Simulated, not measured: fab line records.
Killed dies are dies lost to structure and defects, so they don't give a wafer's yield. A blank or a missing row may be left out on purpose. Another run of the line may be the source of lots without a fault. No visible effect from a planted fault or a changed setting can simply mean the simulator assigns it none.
fab line records	flow nand-harc
record lots=7	wafers=21	last-day=23
route steps=1159 shown A_STAIRCASE@613 END@1159
lots with no fault: from the same line, run without faults
start-h: hours from the record's opening day to when the first of the lot's shown wafers began	wait-h: how many hours have passed since the lot's step before this one	" as in the row above	L1.1+2: a single row standing in for several wafers	- no value, or no start was given	* or withheld: withheld	< > ~ a bound
route shown NAME@n: a module of which the file shows steps, and the number in the route of the first	usual: mean/standard deviation of fault-free wafers	same: alike in all rows	chamber/n: place in a boat	sites: the reading at each site	_std_site: standard deviation of those values	_edge_site: inner sites' mean taken away from outer sites' mean	radius-mm: how far each site lies from the wafer's centre	mask NAME#n: copy n	behind: the tool/chamber that last shaped the wafer	hold: why the lot went on hold/how many hours it stayed there/how the hold came to an end	device: whichever transistor did not switch (one of n, p or np)	end of line: tests of these same wafers at the route's end	for a step that has no rows: nothing shown but its recipe	killed: dies lost to structure and defects at the first sort, not the wafer's yield	map: a wafer's dies, x killed, . not, _ none there
set.NAME: the run value of the setting; set.NAME@STEP: its run value at that earlier step	model.NAME: the simulator's own value behind a step, which no gauge read
lots at selected steps of the route; one table per step, one row per wafer
services: when a tool's chamber went out of use (start-h, in hours from the record's first day, below 0 if earlier), for how many hours, and the reason
## steps
# step NHARC_A_STAIRCASE_DESCUM_219
# recipe time-s=3	o2-flow-sccm=200	ar-flow-sccm=0	bias-power-w=0	chemistry=O2
# step NHARC_A_STAIRCASE_TRIM_220
# recipe time-s=211.2	o2-flow-sccm=500	ar-flow-sccm=0	bias-w=0	chemistry=O2
# step NHARC_A_STAIRCASE_ETCH_221
# recipe target-depth-a=1000	time-s=40.5	ion-energy-ev=400	c4f8-flow-sccm=20	o2-flow-sccm=10	ar-flow-sccm=withheld	rf-w=600	bias-w=1000	chemistry=C4F8/O2
# usual oes-product-au=0.936/0.013	rf-vpp-V=895/6.5
# same time-s=40.5
lot.wafer	tool	chamber	start-h	wait-h	oes-product-au	rf-hours-counter-h	rf-vpp-V
L400.2	rie-diel-04	0	-	-	0.931	46	901
L400.1	"	1	"	"	0.924	46	895
L400.6	"	3	"	"	0.915	-	900
L410.2	rie-diel-06	3	-	-	0.937	15	901
L410.5	"	1	"	"	0.937	-	889
L410.6	"	2	"	"	0.926	-	890
L408.4	rie-diel-05	0	-	-	0.940	51	889
L408.3	"	2	"	"	0.939	47	894
L408.5	"	3	"	"	0.934	-	905
L412.4	rie-diel-05	2	-	-	0.943	55	894
L412.1	"	1	"	"	0.931	61	889
L412.6	"	3	"	"	0.956	-	906
L417.2	rie-diel-05	2	-	-	0.954	64	896
L417.1	"	1	"	"	0.926	69	889
L417.6	"	2	"	"	0.951	-	895
L416.3	rie-diel-04	1	-	-	0.929	16	895
L416.2	"	2	"	"	0.948	8	905
L416.6	"	0	"	"	0.939	-	899
L419.2	rie-diel-04	2	-	-	0.951	15	904
L419.4	"	0	"	"	0.940	25	898
L419.6	"	2	"	"	0.953	-	903
# step NHARC_A_STAIRCASE_TRIM_222
# recipe time-s=211.2	o2-flow-sccm=500	ar-flow-sccm=0	bias-w=0	chemistry=O2
# usual drypump-motor-current-A=5.74/0.22	oes-product-au=0.999/0.0087	rf-vpp-V=57.6/0.91	showerhead-plenum-p-Torr=3.50/0.17	throttle-valve-pct=17.035/0.009
# same time-s=211.2
lot.wafer	tool	chamber	start-h	wait-h	drypump-motor-current-A	oes-product-au	rf-hours-counter-h	rf-vpp-V	showerhead-plenum-p-Torr	throttle-valve-pct
L400.2	rie-diel-04	3	-	-	6.01	0.992	47	57.7	3.65	17.035
L400.1	"	1	"	"	5.53	0.990	46	58.1	3.49	17.037
L400.6	"	3	"	"	5.96	1.001	-	57.4	3.65	17.052
L410.2	rie-diel-06	0	-	-	5.59	0.995	17	58.0	3.30	17.036
L410.6	"	2	"	"	5.71	0.987	-	58.9	3.34	17.037
L410.5	"	3	"	"	5.75	1.006	-	56.3	3.64	17.031
L408.3	rie-diel-05	3	-	-	5.79	1.008	51	57.0	3.78	17.035
L408.4	"	2	"	"	5.34	1.001	47	59.0	3.50	17.035
L408.5	"	3	"	"	5.79	0.997	-	57.2	3.78	17.041
L412.4	rie-diel-05	3	-	-	5.80	1.003	57	58.2	3.77	17.038
L412.1	"	0	"	"	5.73	0.992	57	57.6	3.32	17.026
L412.6	"	3	"	"	5.82	1.001	-	57.5	3.78	17.036
L417.2	rie-diel-05	3	-	-	5.80	0.995	65	58.0	3.77	17.036
L417.1	"	1	"	"	5.75	0.978	69	56.4	3.35	17.040
L417.6	"	3	"	"	5.78	1.007	-	58.8	3.77	17.053
L416.2	rie-diel-04	2	-	-	5.65	1.007	8	57.4	3.77	17.052
L416.3	"	0	"	"	5.71	0.995	17	57.1	3.61	17.047
L416.6	"	2	"	"	5.66	1.016	-	58.1	3.77	17.036
L419.2	rie-diel-04	3	-	-	5.94	0.977	26	58.8	3.63	17.035
L419.4	"	2	"	"	5.65	1.009	15	57.1	3.76	17.033
L419.6	"	0	"	"	5.72	0.988	-	57.9	3.61	17.038
# step NHARC_A_STAIRCASE_ETCH_223
# recipe target-depth-a=1000	time-s=40.5	ion-energy-ev=400	c4f8-flow-sccm=20	o2-flow-sccm=10	ar-flow-sccm=withheld	rf-w=600	bias-w=1000	chemistry=C4F8/O2
# usual oes-product-au=0.941/0.012	rf-vpp-V=895/6.5
# same time-s=40.5
lot.wafer	tool	chamber	start-h	wait-h	oes-product-au	rf-hours-counter-h	rf-vpp-V
L400.1	rie-diel-04	1	-	-	0.935	46	893
L400.2	"	3	"	"	0.937	47	900
L400.6	"	0	"	"	0.955	-	898
L410.2	rie-diel-06	0	-	-	0.933	17	887
L410.5	"	0	"	"	0.939	-	886
L410.6	"	1	"	"	0.946	-	888
L408.4	rie-diel-05	1	-	-	0.930	53	889
L408.3	"	2	"	"	0.928	47	895
L408.5	"	3	"	"	0.931	-	905
L412.4	rie-diel-05	2	-	-	0.945	55	895
L412.1	"	0	"	"	0.952	57	889
L412.6	"	3	"	"	0.949	-	905
L417.2	rie-diel-05	3	-	-	0.946	66	904
L417.1	"	0	"	"	0.944	65	888
L417.6	"	3	"	"	0.948	-	905
L416.3	rie-diel-04	2	-	-	0.946	8	905
L416.2	"	1	"	"	0.940	16	893
L416.6	"	2	"	"	0.953	-	905
L419.4	rie-diel-04	1	-	-	0.958	23	894
L419.2	"	3	"	"	0.926	26	901
L419.6	"	1	"	"	0.956	-	894
# step NHARC_A_STAIRCASE_TRIM_224
# recipe time-s=211.2	o2-flow-sccm=500	ar-flow-sccm=0	bias-w=0	chemistry=O2
# usual drypump-motor-current-A=5.72/0.21	oes-product-au=0.999/0.0088	rf-vpp-V=57.8/0.95	showerhead-plenum-p-Torr=3.52/0.17	throttle-valve-pct=17.037/0.0089
# same time-s=211.2
lot.wafer	tool	chamber	start-h	wait-h	drypump-motor-current-A	oes-product-au	rf-hours-counter-h	rf-vpp-V	showerhead-plenum-p-Torr	throttle-valve-pct
L400.1	rie-diel-04	3	-	-	5.98	0.991	47	58.9	3.65	17.036
L400.2	"	0	"	"	5.70	1.010	46	56.9	3.63	17.041
L400.6	"	3	"	"	5.98	0.997	-	58.1	3.65	17.045
L410.2	rie-diel-06	3	-	-	5.74	0.999	16	59.4	3.64	17.036
L410.6	"	2	"	"	5.73	0.988	-	56.1	3.34	17.044
L410.5	"	3	"	"	5.75	1.002	-	57.8	3.64	17.035
L408.4	rie-diel-05	1	-	-	5.73	0.991	53	56.8	3.36	17.035
L408.3	"	3	"	"	5.80	1.017	51	58.6	3.78	17.052
L408.5	"	0	"	"	5.72	1.004	-	57.8	3.32	17.041
L412.4	rie-diel-05	3	-	-	5.77	1.000	57	58.7	3.77	17.045
L412.1	"	0	"	"	5.69	0.993	57	57.3	3.32	17.040
L412.6	"	3	"	"	5.81	1.001	-	59.4	3.78	17.038
L417.2	rie-diel-05	3	-	-	5.81	1.001	66	58.4	3.77	17.015
L417.1	"	0	"	"	5.71	0.996	65	58.4	3.32	17.029
L417.6	"	3	"	"	5.79	0.999	-	58.8	3.77	17.049
L416.2	rie-diel-04	2	-	-	5.63	1.016	8	58.7	3.77	17.015
L416.3	"	1	"	"	5.47	0.998	16	58.1	3.47	17.043
L416.6	"	2	"	"	5.62	1.013	-	57.4	3.77	17.041
L419.4	rie-diel-04	0	-	-	5.73	1.000	25	56.8	3.61	17.046
L419.2	"	2	"	"	5.63	1.008	15	57.5	3.76	17.022
L419.6	"	0	"	"	5.69	0.995	-	58.1	3.61	17.031
# step NHARC_A_STAIRCASE_ETCH_225
# recipe target-depth-a=1000	time-s=40.5	ion-energy-ev=400	c4f8-flow-sccm=20	o2-flow-sccm=10	ar-flow-sccm=withheld	rf-w=600	bias-w=1000	chemistry=C4F8/O2
# step NHARC_A_STAIRCASE_TRIM_226
# recipe time-s=211.2	o2-flow-sccm=500	ar-flow-sccm=0	bias-w=0	chemistry=O2
# usual drypump-motor-current-A=5.74/0.22	oes-product-au=0.998/0.0083	rf-vpp-V=57.7/0.96	showerhead-plenum-p-Torr=3.48/0.17	throttle-valve-pct=17.037/0.0087
# same time-s=211.2
lot.wafer	tool	chamber	start-h	wait-h	drypump-motor-current-A	oes-product-au	rf-hours-counter-h	rf-vpp-V	showerhead-plenum-p-Torr	throttle-valve-pct
L400.2	rie-diel-04	3	-	-	5.96	0.984	47	56.2	3.65	17.029
L400.1	"	2	"	"	5.63	1.010	49	59.1	3.78	17.038
L400.6	"	0	"	"	5.69	0.994	-	56.4	3.63	17.031
L410.2	rie-diel-06	1	-	-	6.20	1.019	19	57.8	3.34	17.042
L410.5	"	0	"	"	5.55	0.993	-	58.2	3.30	17.036
L410.6	"	1	"	"	6.24	1.005	-	57.5	3.34	17.034
L408.3	rie-diel-05	3	-	-	5.78	1.007	51	60.3	3.78	17.023
L408.4	"	1	"	"	5.72	0.991	53	57.2	3.36	17.024
L408.5	"	0	"	"	5.72	1.002	-	58.8	3.32	17.044
L412.4	rie-diel-05	0	-	-	5.73	0.996	58	56.7	3.32	17.046
L412.1	"	1	"	"	5.76	0.985	61	55.6	3.35	17.033
L412.6	"	0	"	"	5.73	0.993	-	57.2	3.32	17.044
L417.2	rie-diel-05	3	-	-	5.80	1.006	66	59.4	3.77	17.026
L417.1	"	0	"	"	5.72	1.009	65	56.9	3.32	17.034
L417.6	"	2	"	"	5.35	1.004	-	57.0	3.49	17.022
L416.2	rie-diel-04	0	-	-	5.71	1.005	18	57.7	3.61	17.032
L416.3	"	3	"	"	5.94	0.984	18	59.1	3.63	17.031
L416.6	"	0	"	"	5.71	1.002	-	57.7	3.61	17.035
L419.2	rie-diel-04	1	-	-	5.54	0.991	23	57.8	3.47	17.050
L419.4	"	3	"	"	5.99	0.990	26	57.3	3.63	17.038
L419.6	"	0	"	"	5.71	0.994	-	58.1	3.61	17.026
# step NHARC_A_STAIRCASE_ETCH_227
# recipe target-depth-a=1000	time-s=40.5	ion-energy-ev=400	c4f8-flow-sccm=20	o2-flow-sccm=10	ar-flow-sccm=withheld	rf-w=600	bias-w=1000	chemistry=C4F8/O2
# step NHARC_A_STAIRCASE_TRIM_229
# recipe time-s=211.2	o2-flow-sccm=500	ar-flow-sccm=0	bias-w=0	chemistry=O2
# step NHARC_A_STAIRCASE_ETCH_230
# recipe target-depth-a=1000	time-s=40.5	ion-energy-ev=400	c4f8-flow-sccm=20	o2-flow-sccm=10	ar-flow-sccm=withheld	rf-w=600	bias-w=1000	chemistry=C4F8/O2
# step NHARC_A_STAIRCASE_TRIM_231
# recipe time-s=211.2	o2-flow-sccm=500	ar-flow-sccm=0	bias-w=0	chemistry=O2
# usual drypump-motor-current-A=5.69/0.2	oes-product-au=0.998/0.0093	rf-vpp-V=57.8/0.9	showerhead-plenum-p-Torr=3.53/0.17	throttle-valve-pct=17.037/0.0081
# same time-s=211.2
lot.wafer	tool	chamber	start-h	wait-h	drypump-motor-current-A	oes-product-au	rf-hours-counter-h	rf-vpp-V	showerhead-plenum-p-Torr	throttle-valve-pct
L400.1	rie-diel-04	3	248.39	-	6.00	1.006	48	58.9	3.65	17.035
L400.2	"	0	"	"	5.70	1.011	46	58.4	3.63	17.042
L400.6	"	3	"	"	6.00	0.997	-	58.2	3.65	17.031
L410.2	rie-diel-05	0	297.12	-	5.73	1.002	50	58.3	3.32	17.033
L410.5	"	2	"	"	5.35	0.991	-	57.8	3.50	17.023
L410.6	"	3	"	"	5.75	1.000	-	58.0	3.78	17.032
L408.4	rie-diel-05	0	298.67	-	5.73	0.999	51	55.8	3.32	17.044
L408.3	"	1	"	"	5.73	0.990	53	56.6	3.36	17.050
L408.5	"	3	"	"	5.79	1.004	-	59.1	3.78	17.047
L412.4	rie-diel-05	3	316.93	-	5.77	1.008	57	57.7	3.77	17.027
L412.1	"	2	"	"	5.37	1.003	55	58.0	3.49	17.034
L412.6	"	3	"	"	5.79	1.005	-	58.1	3.77	17.044
L417.1	rie-diel-04	1	341.06	-	5.45	1.002	17	58.5	3.47	17.038
L417.2	"	0	"	"	5.70	0.843	18	58.0	3.61	17.037
L417.6	"	1	"	"	5.48	1.001	-	57.3	3.47	17.039
L416.2	rie-diel-04	2	341.68	-	5.64	0.857	9	58.5	3.77	17.025
L416.3	"	0	"	"	5.69	0.848	18	58.3	3.61	17.032
L416.6	"	2	"	"	5.65	1.012	-	57.6	3.77	17.035
L419.4	rie-diel-04	2	357.43	-	5.62	1.007	15	57.4	3.76	17.031
L419.2	"	0	"	"	5.69	0.845	25	58.9	3.61	17.039
L419.6	"	1	"	"	5.53	1.005	-	56.6	3.47	17.020
# step NHARC_A_STAIRCASE_ETCH_232
# recipe target-depth-a=1000	time-s=40.5	ion-energy-ev=400	c4f8-flow-sccm=20	o2-flow-sccm=10	ar-flow-sccm=withheld	rf-w=600	bias-w=1000	chemistry=C4F8/O2
# step NHARC_END_SORT_01
# recipe temp-c=25
# usual killed-at-array=28/11	killed-at-other=0.7/1.1	killed-at-periphery=2.9/2	killed-dies=32/11	killed-open=3.2/1.8	killed-short=2.0/1.4
# same gross-dies=677
lot.wafer	tool	chamber	start-h	wait-h	killed-at-array	killed-at-other	killed-at-periphery	killed-dies	killed-open	killed-short
L412.1	prober-02	0	509.98	2.4	10	0	0	10	1	1
L412.4	prober-02	0	512.37	3.4	14	0	1	15	3	2
L412.6	prober-02	0	513.96	4.0	17	0	4	21	3	2
L417.1	prober-01	0	534.04	2.5	25	2	1	28	1	1
L419.2	prober-01	0	548.69	2.8	19	1	3	23	3	1
L419.4	prober-01	0	550.29	3.4	15	1	1	17	2	1
L419.6	prober-01	0	551.89	4.0	14	1	2	17	0	0
# killed by level:class
L412.1 A_CHANNEL_HOLE_D1:chamber-film-flake=4 A_WL_FILL:geometric-particle:short=1 A_M0:geometric-particle:open=1 A_STAIRCASE:chamber-film-flake=1 A_SGD_CUT:chamber-film-flake=1 A_WL_FILL:chamber-film-flake=1 A_CONTACT:chamber-film-flake=1
L412.4 A_STAIRCASE:chamber-film-flake=3 A_SGD_CUT:chamber-film-flake=3 A_CONTACT:chamber-film-flake=3 P_CONTACT:geometric-particle:open=1 A_SOURCE_PLATE:geometric-particle:short=1 A_CHANNEL_HOLE_D1:geometric-particle:short=1 A_CONTACT:geometric-particle:open=1 A_M0:geometric-particle:open=1
L412.6 A_CHANNEL_HOLE_D1:chamber-film-flake=6 A_STAIRCASE:chamber-film-flake=5 P_M0:geometric-particle:open=2 A_CONTACT:chamber-film-flake=2 P_STI:geometric-particle:short=1 A_ONON_D1:geometric-particle:short=1 A_CONTACT:geometric-particle:open=1 P_M1:chamber-film-flake=1
L417.1 A_CHANNEL_HOLE_D1:chamber-film-flake=17 A_SGD_CUT:chamber-film-flake=2 A_WL_FILL:chamber-film-flake=2 THIN_TSV:chamber-film-flake=2 P_M2:geometric-particle:short=1 A_CONTACT:geometric-particle:open=1 A_CHANNEL_FILL_D1:chamber-film-flake=1 A_STAIRCASE:chamber-film-flake=1
L419.2 A_CHANNEL_HOLE_D1:chamber-film-flake=7 A_CONTACT:chamber-film-flake=3 A_M0:geometric-particle:open=2 A_WL_FILL:chamber-film-flake=2 A_M0:chamber-film-flake=2 P_CONTACT:geometric-particle:short=1 A_CHANNEL_FILL_D1:geometric-particle:open=1 P_STI:chamber-film-flake=1
L419.4 A_STAIRCASE:chamber-film-flake=6 A_CHANNEL_HOLE_D1:chamber-film-flake=3 A_CONTACT:chamber-film-flake=2 P_M1:geometric-particle:short=1 A_STAIRCASE:geometric-particle:open=1 A_SGD_CUT:geometric-particle:open=1 A_WL_FILL:chamber-film-flake=1 A_SLIT:chamber-film-flake=1
L419.6 A_CHANNEL_HOLE_D1:chamber-film-flake=6 A_CONTACT:chamber-film-flake=3 P_GATE:chamber-film-flake=2 A_STAIRCASE:chamber-film-flake=2 A_WL_FILL:chamber-film-flake=2 A_M0:chamber-film-flake=1 THIN_TSV:chamber-film-flake=1
## services
tool	chamber	start-h	hours	kind
rie-diel-06	-	242.80	9.0	pm
rie-diel-04	0	243.60	-	clean
rie-diel-04	1	243.60	-	clean
rie-diel-04	2	243.60	-	clean
rie-diel-04	3	243.60	-	clean
rie-diel-04	0	268.10	-	clean
rie-diel-04	1	268.10	-	clean
rie-diel-04	2	268.10	-	clean
rie-diel-04	3	268.10	-	clean
rie-diel-04	-	275.37	1.1	repair
rie-diel-04	-	289.03	9.0	pm
rie-diel-04	0	289.03	9.0	vent-cycle
rie-diel-04	1	289.03	9.0	vent-cycle
rie-diel-04	2	289.03	14.1	vent-cycle
rie-diel-04	3	289.03	9.0	vent-cycle
rie-diel-04	0	298.03	-	clean
rie-diel-04	1	298.03	-	clean
rie-diel-04	3	298.03	-	clean
rie-diel-06	0	298.58	3.3	repair
rie-diel-04	2	307.44	18.4	repair
rie-diel-04	0	322.53	-	clean
rie-diel-04	1	322.53	-	clean
rie-diel-04	3	322.53	-	clean
rie-diel-05	-	340.60	9.0	pm
## key
first-sign step=NHARC_A_STAIRCASE_TRIM_231	reading=oes-product-au	direction=down	sigmas=16	usual=0.998	struck=0.848
effect none on later readings
met-at NHARC_A_STAIRCASE_TRIM_231
struck-wafers L416.2,L416.3,L417.2,L419.2
tester-left-out L416,L417,L419
onset-between 248.39 341.06
fault kind=process-parameter-drift	tool=rie-diel-04	chamber=-	onset-h=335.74	steps=NHARC_A_STAIRCASE_TRIM_231	channel=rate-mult	offset=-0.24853	shape=step	end-h=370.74	scope=struck-wafers-only
# tester-left-out: of these lots the tester's yield and bins aren't shown, on N5 and GAA mostly nor the transistor test; their killed dies are dies lost to structure and defects alone, not to doping, threshold or leakage, so they don't give the yield
